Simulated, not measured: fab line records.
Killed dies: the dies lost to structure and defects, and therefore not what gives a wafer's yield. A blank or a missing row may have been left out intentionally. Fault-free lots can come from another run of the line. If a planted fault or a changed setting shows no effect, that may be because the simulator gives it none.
Matching of chambers | flow n5 finfet | 4 sister chambers for N5_BEOL_M11_ETCH_62 on rie diel-04
The step etches SOC in N2/H2, target depth 110 nm, overetch 22 nm, time 165 s. 8 wafers are shown with their chamber, then 9 later ones without.

## WAFERS, EACH WITH ITS CHAMBER
wafer  | chamber | showerhead plenum p Torr (Torr) | throttle valve pct (%)
L078.2 | 2       | 2.63                            | 18.49
L084.3 | 1       | 2.54                            | 17.55
L084.4 | 0       | 2.49                            | 18.00
L086.2 | 2       | 2.63                            | 17.96
L086.5 | 3       | 2.63                            | 17.95
L089.2 | 1       | 2.54                            | 17.56
L089.4 | 3       | 2.63                            | 17.97
L089.6 | 0       | 2.48                            | 18.01

## WAFERS MISSING THEIR CHAMBER
wafer  | showerhead plenum p Torr (Torr) | throttle valve pct (%)
L092.2 | 2.53                            | 17.57
L092.5 | 2.53                            | 17.58
L092.6 | 2.48                            | 18.04
L093.3 | 2.62                            | 17.98
L093.4 | 2.48                            | 18.02
L093.5 | 2.62                            | 18.00
L094.4 | 2.53                            | 17.57
L094.5 | 2.48                            | 18.03
L094.6 | 2.62                            | 18.00

## WHICH CHAMBER EACH ONE RAN IN
wafer  | from the rows above     | in truth
L092.2 | 1                       | 1
L092.5 | 1                       | 1
L092.6 | 0                       | 0
L093.3 | can't be placed: 3 or 2 | 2
L093.4 | 0                       | 0
L093.5 | can't be placed: 3 or 2 | 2
L094.4 | 1                       | 1
L094.5 | 0                       | 0
L094.6 | can't be placed: 3 or 2 | 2
Correctly placed: 6 of 9. These rows do not allow placing 3 (true chamber among the candidates in 3). Number placed wrongly: 0.
How it was worked out, from the rows above alone: a wafer's distance from a chamber is the root of the sum, over the readings, of the square of ((its reading less the chamber's mean) divided by the reading's scatter). If the next closest chamber is less than 2 further off than the closest, the wafer can't be placed; otherwise it belongs to the closest. For every chamber, the mean is computed from those of its wafers that are shown. How the scatter is found: for the shown wafers, subtract from each reading the mean of its chamber, square and add these, divide the total by (wafers less chambers), then take the root.
